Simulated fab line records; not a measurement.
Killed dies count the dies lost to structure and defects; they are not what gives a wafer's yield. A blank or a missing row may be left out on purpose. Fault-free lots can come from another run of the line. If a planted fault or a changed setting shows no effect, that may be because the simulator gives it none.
fab line records	flow n5Finfet
[record] lots = 9	wafers = 27	lastDay = 18
route steps=1938 shown MOL_CONTACT_COAG@586 BEOL_M4@1111
lots with no fault: from the same line, run without faults
startH: hours from the record's first day to the start of the lot's first wafer shown	waitH: hours since the lot's step before	" same as the row above	L1.1+2: a row that stands for several wafers	- no value, or no start was given	* or withheld: withheld	< > ~ a bound
route shown NAME@n: NAME is a module with steps in the file, n the number in the route of the first one	usual: average and standard deviation across the fault-free wafers	same: alike in all rows	chamber/n: place in a boat	sites: readings site by site	_std_site: how widely they spread, as a standard deviation	_edge_site: outer sites' mean less inner sites'	radiusMm: how far each site lies from the wafer's centre	mask NAME#n: copy n	behind: the most recent tool/chamber to have shaped the wafer	hold: what put the lot on hold/how long, in hours/how the hold closed	device: the n, p or np transistor that did not switch	end of line: tests run on the same wafers once the route is complete	a step with no rows: only its recipe	killed: at the first sort, the dies lost to defects and structure; wafer yield is something else	map: a wafer's dies, x killed, . not, _ none there
set.NAME: setting as actually run; set.NAME@STEP: the setting as run at that earlier step	model.NAME: the simulator's own value behind a step, which no gauge read
the route's steps for a sample of lots (tables are steps, rows are wafers)
services: a tool's chamber out of use, with start hour (startH, from the record's first day; less than 0 if before it), hours out, and reason
[[steps]]
[step N5_MOL_CONTACT_COAG_VIA_ETCH_46]
[recipe] chemistry = C4F6/O2	targetDepthA = 460	overetchA = 92	maskMaterial = SOC	target = SiO2	biasW = 455	pressureMtorr = 10	timeS = 40	sourceW = 325	Ar_flow_sccm = 300	C4F6_flow_sccm = 10	O2_flow_sccm = 10	ionEnergyEv = 575.3	ends = endPoint
[usual] drypumpMotorCurrentA = 5.8/0.35	oes_f_703_au = 0.80/0.091	oesProductAu = 0.71/0.082	rfVppV = 1585/13	showerheadPlenumPTorr = 2.80/0.066	throttleValvePct = 40.99/0.26
lot.wafer	tool	chamber	startH	waitH	drypumpMotorCurrentA	oes_f_703_au	oesProductAu	rfHoursCounterH	rfVppV	showerheadPlenumPTorr	throttleValvePct
L302.1	rieDiel-02	2	105.92	0.0	6.1	0.79	0.68	157	1614	2.95	41.20
L302.4	"	3	"	"	6.1	0.73	0.65	172	1575	2.73	41.44
L302.5	"	2	"	"	6.2	0.78	0.69	-	1616	2.95	41.21
L304.2	rieDiel-05	3	119.40	0.0	5.8	0.74	0.65	197	1564	2.82	40.78
L304.5	"	2	"	"	6.2	0.69	0.63	-	1582	2.92	41.27
L304.6	"	3	"	"	5.8	0.74	0.66	-	1566	2.82	40.80
L306.2	rieDiel-06	3	126.02	0.0	6.2	0.77	0.69	150	1588	2.75	41.22
L306.4	"	3	"	"	6.2	0.77	0.69	-	1589	2.75	41.21
L306.5	"	2	"	"	5.9	0.69	0.62	-	1581	2.80	40.61
L311.2	rieDiel-05	3	155.35	0.0	5.7	0.73	0.65	211	1566	2.82	40.81
L311.3	"	1	"	"	5.1	0.94	0.86	11	1593	2.79	40.70
L311.6	"	3	"	"	5.7	0.73	0.65	-	1565	2.82	40.80
L310.2	rieDiel-06	0	156.53	0.0	5.8	0.95	0.84	12	1598	2.78	40.70
L310.5	"	0	"	"	5.8	0.95	0.85	-	1599	2.78	40.70
L310.6	"	2	"	"	5.9	0.99	0.88	-	1581	2.79	40.56
L319.2	rieDiel-06	3	205.75	0.0	6.2	0.75	0.66	171	1587	2.74	41.23
L319.3	"	1	"	"	6.0	0.73	0.65	179	1598	2.82	41.21
L319.5	"	1	"	"	5.9	0.73	0.66	-	1597	2.82	41.21
L322.3	rieDiel-05	0	228.33	0.0	5.6	0.83	0.74	78	1578	2.75	40.76
L322.4	"	2	"	"	6.2	0.90	0.81	23	1580	2.90	41.20
L322.5	"	2	"	"	6.2	0.89	0.81	-	1579	2.90	41.20
L323.3	rieDiel-06	0	246.66	0.0	5.8	0.88	0.79	45	1597	2.77	40.71
L323.4	"	3	"	"	6.1	0.74	0.68	185	1586	2.73	41.26
L323.5	"	1	"	"	6.0	0.72	0.65	-	1597	2.81	41.25
L324.1	rieDiel-06	1	246.98	0.0	6.0	0.72	0.64	193	1598	2.81	41.23
L324.2	"	0	"	"	5.8	0.88	0.78	45	1598	2.77	40.71
L324.3	"	3	"	"	6.2	0.74	0.66	185	1586	2.73	41.24
[step N5_MOL_CONTACT_COAG_STRIP_119]
[recipe] chemistry = N2/H2	timeS = 30	powerW = 1000	tempC = 250	pressureMtorr = withheld	n2FlowSccm = 1750	h2FlowSccm = 3250
[usual] drypumpMotorCurrentA = 5.7/0.41	heaterPowerW = 327/33
lot.wafer	tool	chamber	startH	waitH	drypumpMotorCurrentA	heaterPowerW	rfHoursCounterH
L302.1	plasmaAsher-01	0	106.10	0.1	5.6	321	49
L302.4	"	0	"	"	5.6	325	-
L302.5	"	1	"	"	5.0	391	-
L304.2	plasmaAsher-01	1	119.59	0.1	5.1	386	52
L304.5	"	1	"	"	5.1	392	-
L304.6	"	0	"	"	5.6	326	-
L306.2	plasmaAsher-01	0	126.21	0.1	5.6	316	55
L306.4	"	1	"	"	5.1	380	-
L306.5	"	0	"	"	5.6	320	-
L311.2	plasmaAsher-02	1	155.54	0.1	6.2	311	94
L311.3	"	1	"	"	6.2	327	-
L311.6	"	0	"	"	5.7	296	-
L310.2	plasmaAsher-02	1	156.72	0.1	6.2	325	95
L310.5	"	0	"	"	5.7	300	-
L310.6	"	1	"	"	6.2	320	-
L319.2	plasmaAsher-01	0	205.94	0.1	5.6	325	72
L319.3	"	1	"	"	5.1	386	-
L319.5	"	0	"	"	5.6	315	-
L322.3	plasmaAsher-01	1	228.53	0.1	5.1	382	-
L322.4	"	0	"	"	5.6	312	-
L322.5	"	1	"	"	5.1	392	-
L323.3	plasmaAsher-02	1	246.93	0.1	6.2	318	-
L323.4	"	0	"	"	5.7	293	-
L323.5	"	1	"	"	6.3	320	-
L324.1	plasmaAsher-02	0	247.17	0.1	5.7	293	113
L324.2	"	1	"	"	6.2	315	113
L324.3	"	0	"	"	5.7	302	-
[step N5_MOL_CONTACT_COAG_ALD_133]
[recipe] material = SiO2	targetThkA = 50	tempC = 100	aldPrecursorFamily = BDEAS	aldCoReactant = O2-plasma	pulseTimeS = 1	coReactantPulseTimeS = 1	purgeTimeS = 2	coReactantPurgeTimeS = 2	aldCycles = 35	pressureTorr = 2
[usual] heaterPowerW = 84/7.6	precursorPulseHeightRel = 1.000/0.02	susceptorTempC = 100.00/0.13
[same] pulseTimeS = 1
lot.wafer	tool	chamber	startH	waitH	heaterPowerW	precursorPulseHeightRel	susceptorTempC
L302.1	aldSin-02	3	107.15	0.2	84	1.017	99.88
L302.4	"	2	"	"	89	0.968	99.94
L302.5	"	2	"	"	87	1.030	99.98
L304.2	aldSin-04	1	120.31	0.1	78	1.007	99.97
L304.5	"	2	"	"	94	0.985	100.36
L304.6	"	3	"	"	79	1.018	99.88
L306.2	aldSin-04	2	127.05	0.1	95	0.953	100.10
L306.4	"	0	"	"	92	1.021	100.08
L306.5	"	1	"	"	76	0.980	100.05
L311.2	aldSin-04	0	156.35	0.1	90	0.979	100.24
L311.3	"	2	"	"	94	0.996	99.86
L311.6	"	1	"	"	77	0.999	100.19
L310.2	aldSin-04	0	157.67	0.1	76	0.976	91.79
L310.5	"	2	"	"	97	0.998	99.96
L310.6	"	1	"	"	78	0.993	100.14
L319.2	aldSin-01	2	206.70	0.1	74	1.007	100.01
L319.3	"	3	"	"	68	1.003	99.68
L319.5	"	1	"	"	77	0.965	99.90
L322.3	aldSin-04	0	229.24	0.1	93	0.986	100.10
L322.4	"	3	"	"	78	1.027	99.80
L322.5	"	0	"	"	90	0.956	99.93
L323.3	aldSin-01	0	247.75	0.1	83	0.988	99.75
L323.4	"	3	"	"	70	1.011	99.95
L323.5	"	0	"	"	82	1.002	100.07
L324.1	aldSin-04	1	248.44	0.1	79	0.985	99.99
L324.2	"	3	"	"	76	0.997	99.99
L324.3	"	0	"	"	90	0.980	99.82
[step N5_MOL_CONTACT_COAG_STRIP_72]
[recipe] chemistry = N2/H2	powerW = 450	tempC = 40	pressureMtorr = 20	rfFrequencyHz = 6e+07	overashFraction = 3	biasPowerW = 7	h2Frac = 0.5	n2FlowSccm = 200	h2FlowSccm = 200
[usual] drypumpMotorCurrentA = 5.8/0.37	oesProductAu = 0.76/0.079	powerW = 450.1/1.3	rfVppV = 58.8/2	showerheadPlenumPTorr = 2.49/0.078	throttleValvePct = 23.80/0.3
lot.wafer	tool	chamber	startH	waitH	drypumpMotorCurrentA	oesProductAu	powerW	rfHoursCounterH	rfVppV	showerheadPlenumPTorr	throttleValvePct
L302.1	rieDiel-05	0	107.61	0.0	5.7	0.89	447.9	36	59.8	2.48	23.44
L302.4	"	2	"	"	6.3	0.70	450.2	232	60.7	2.61	23.89
L302.5	"	3	"	"	5.7	0.74	449.7	-	59.8	2.51	23.59
L304.2	rieDiel-06	2	120.77	0.0	5.9	0.68	451.2	248	54.6	2.49	23.34
L304.5	"	1	"	"	6.0	0.76	453.8	-	58.9	2.55	24.18
L304.6	"	3	"	"	6.2	0.77	452.0	-	60.0	2.44	23.67
L306.2	rieDiel-05	2	127.51	0.0	6.2	0.69	450.4	240	55.8	2.60	23.86
L306.4	"	0	"	"	5.6	0.87	450.9	-	59.6	2.48	23.48
L306.5	"	3	"	"	5.7	0.73	449.9	-	55.6	2.51	23.61
L311.2	rieDiel-05	1	156.81	0.0	5.1	0.95	450.9	11	57.2	2.50	23.58
L311.3	"	0	"	"	5.7	0.85	450.6	56	57.9	2.48	23.51
L311.6	"	0	"	"	5.6	0.86	449.2	-	57.0	2.48	23.47
L310.2	rieDiel-02	1	158.13	0.0	5.1	0.72	449.7	178	55.9	2.43	23.61
L310.5	"	2	"	"	6.2	0.75	451.2	-	60.6	2.64	23.97
L310.6	"	3	"	"	6.1	0.72	448.6	-	60.9	2.42	24.09
L319.2	rieDiel-06	2	207.19	0.0	5.9	0.95	449.5	22	62.1	2.48	23.07
L319.3	"	0	"	"	5.8	0.91	450.8	31	58.3	2.48	23.48
L319.5	"	2	"	"	5.9	0.95	451.1	-	59.1	2.48	23.04
L322.3	rieDiel-06	1	229.70	0.0	6.0	0.73	449.9	188	61.0	2.53	24.21
L322.4	"	2	"	"	5.9	0.90	449.9	30	60.3	2.47	23.08
L322.5	"	1	"	"	5.9	0.71	448.9	-	61.6	2.53	24.23
L323.3	rieDiel-02	1	248.34	0.0	5.0	0.70	450.2	208	58.4	2.42	23.63
L323.4	"	0	"	"	5.9	0.69	449.8	239	58.1	2.39	23.94
L323.5	"	1	"	"	5.0	0.71	450.6	-	58.4	2.42	23.65
L324.1	rieDiel-05	1	248.91	0.0	5.1	0.89	448.6	46	59.2	2.49	23.63
L324.2	"	3	"	"	5.7	0.71	450.3	244	58.3	2.49	23.64
L324.3	"	2	"	"	6.2	0.88	451.9	30	59.2	2.59	23.66
[step N5_BEOL_M4_RC_MEAS_101]
[usual] DIBL_N = 36.4/1.3	DIBL_P = 36.5/1.7	IOFF_N = 0.154/0.022	IOFF_P = 0.202/0.025	ION_N = 671/9.8	ION_P = 460/6.8	SS_N = 71.6/0.54	SS_P = 73.4/0.58	VT_N = 250.9/2.8	VT_P = -251.4/2.7
lot.wafer	tool	chamber	startH	waitH	DIBL_N[mV/V]	DIBL_P[mV/V]	IOFF_N[nA/um]	IOFF_P[nA/um]	ION_N[uA/um]	ION_P[uA/um]	SS_N[mV/dec]	SS_P[mV/dec]	VT_N[mV]	VT_P[mV]
L302.1	prober-02	0	172.44	0.0	37.2	35.9	0.159	0.181	682	449	73.0	73.1	252.0	-252.2
L302.4	"	0	"	"	34.8	33.7	0.124	0.161	668	458	71.3	73.1	255.4	-252.7
L302.5	"	0	"	"	37.4	36.4	0.168	0.194	674	452	72.1	72.9	250.2	-252.2
L304.2	prober-02	0	182.20	0.2	39.3	38.5	0.174	0.185	669	447	72.4	74.5	252.2	-256.8
L304.5	"	0	"	"	36.8	36.2	0.132	0.155	662	446	71.7	72.9	253.1	-256.9
L304.6	"	0	"	"	35.7	34.4	0.116	0.142	657	444	71.4	73.5	258.6	-256.9
L306.2	prober-02	0	194.46	0.2	36.6	37.2	0.147	0.204	679	463	72.0	73.4	249.0	-249.7
L306.4	"	0	"	"	36.0	36.3	0.145	0.201	694	469	71.6	72.9	250.9	-250.8
L306.5	"	0	"	"	35.3	35.5	0.134	0.183	665	460	71.7	73.3	251.9	-252.3
L311.2	prober-01	0	220.87	0.2	37.0	36.6	0.162	0.231	680	472	71.5	73.0	248.9	-249.5
L311.3	"	0	"	"	36.2	35.5	0.148	0.208	674	463	71.1	72.7	249.8	-251.7
L311.6	"	0	"	"	35.5	34.2	0.134	0.188	671	462	71.2	71.7	249.6	-250.8
L310.2	prober-01	0	224.39	0.2	36.8	37.6	0.163	0.205	674	460	71.6	73.1	249.0	-249.7
L310.5	"	0	"	"	34.7	35.0	0.129	0.174	655	453	71.5	73.2	253.7	-253.0
L310.6	"	0	"	"	35.9	36.6	0.149	0.195	672	467	71.7	73.2	250.0	-250.1
L319.2	prober-02	0	270.59	0.2	38.0	37.3	0.181	0.232	661	451	72.6	73.1	249.9	-248.6
L319.3	"	0	"	"	37.6	37.1	0.163	0.225	672	461	72.0	73.5	252.3	-251.1
L319.5	"	0	"	"	37.0	36.4	0.157	0.221	671	463	71.7	73.4	250.5	-250.3
L322.3	prober-02	0	287.61	0.3	38.7	40.7	0.203	0.250	671	462	73.0	74.1	248.8	-248.9
L322.4	"	0	"	"	37.7	40.3	0.184	0.238	675	457	72.1	74.4	249.9	-249.7
L322.5	"	0	"	"	38.3	41.4	0.213	0.267	679	461	72.4	73.9	248.1	-247.8
L324.1	prober-01	0	305.59	0.0	36.1	37.4	0.157	0.192	677	453	71.5	73.3	247.4	-252.0
L324.2	"	0	"	"	37.4	38.9	0.189	0.220	685	465	71.6	74.2	245.6	-250.3
L324.3	"	0	"	"	37.3	38.9	0.187	0.211	669	455	71.8	73.7	248.7	-251.6
L323.3	prober-01	0	310.98	0.3	34.7	34.7	0.130	0.191	662	459	71.6	72.5	253.3	-251.2
L323.4	"	0	"	"	35.0	35.3	0.134	0.199	679	466	70.6	72.7	251.0	-248.1
L323.5	"	0	"	"	35.2	36.0	0.145	0.215	672	464	71.2	72.4	250.8	-249.1
[[services]]
tool	chamber	startH	hours	kind
aldSin-01	-	85.25	14.0	pm
rieDiel-02	2	90.82	4.3	repair
rieDiel-06	0	102.20	-	clean
rieDiel-06	0	102.20	-	consumableReplace:focusRing
rieDiel-06	0	102.20	26.8	scheduledDown
rieDiel-06	0	102.20	26.8	ventCycle
plasmaAsher-02	-	112.53	15.6	pm
rieDiel-05	3	117.14	1.4	repair
aldSin-01	0	123.97	5.6	repair
rieDiel-06	2	129.03	-	clean
rieDiel-06	2	129.03	-	consumableReplace:focusRing
rieDiel-06	2	129.03	18.5	scheduledDown
rieDiel-06	2	129.03	18.5	ventCycle
aldSin-01	0	139.14	13.4	repair
rieDiel-05	0	158.30	8.1	repair
rieDiel-02	2	180.54	3.9	repair
rieDiel-05	3	185.11	4.9	repair
plasmaAsher-01	-	208.67	0.9	repair
rieDiel-06	2	209.85	1.5	repair
aldSin-02	-	229.82	0.6	repair
aldSin-04	2	236.79	53.0	repair
rieDiel-02	-	243.77	0.4	repair
rieDiel-05	0	246.43	14.1	repair
plasmaAsher-01	-	246.73	1.9	repair
[[key]]
[firstSign] step = N5_MOL_CONTACT_COAG_ALD_133	reading = susceptorTempC	direction = down	sigmas = 62	usual = *	struck = *
effect none on later readings
metAt N5_MOL_CONTACT_COAG_ALD_133
struckLots L310
struckWafers L310.2
notActingAt N5_MOL_CONTACT_COAG_VIA_ETCH_46,N5_MOL_CONTACT_COAG_STRIP_119,N5_MOL_CONTACT_COAG_STRIP_72
onsetBetween 156.35 157.67
[fault] kind = processParameterDrift	tool = aldSin-04	chamber = 0	onsetH = 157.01	steps = N5_MOL_CONTACT_COAG_ALD_133	channel = tempC	offset = *	shape = step	endH = 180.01	actsIn = *	stated = *
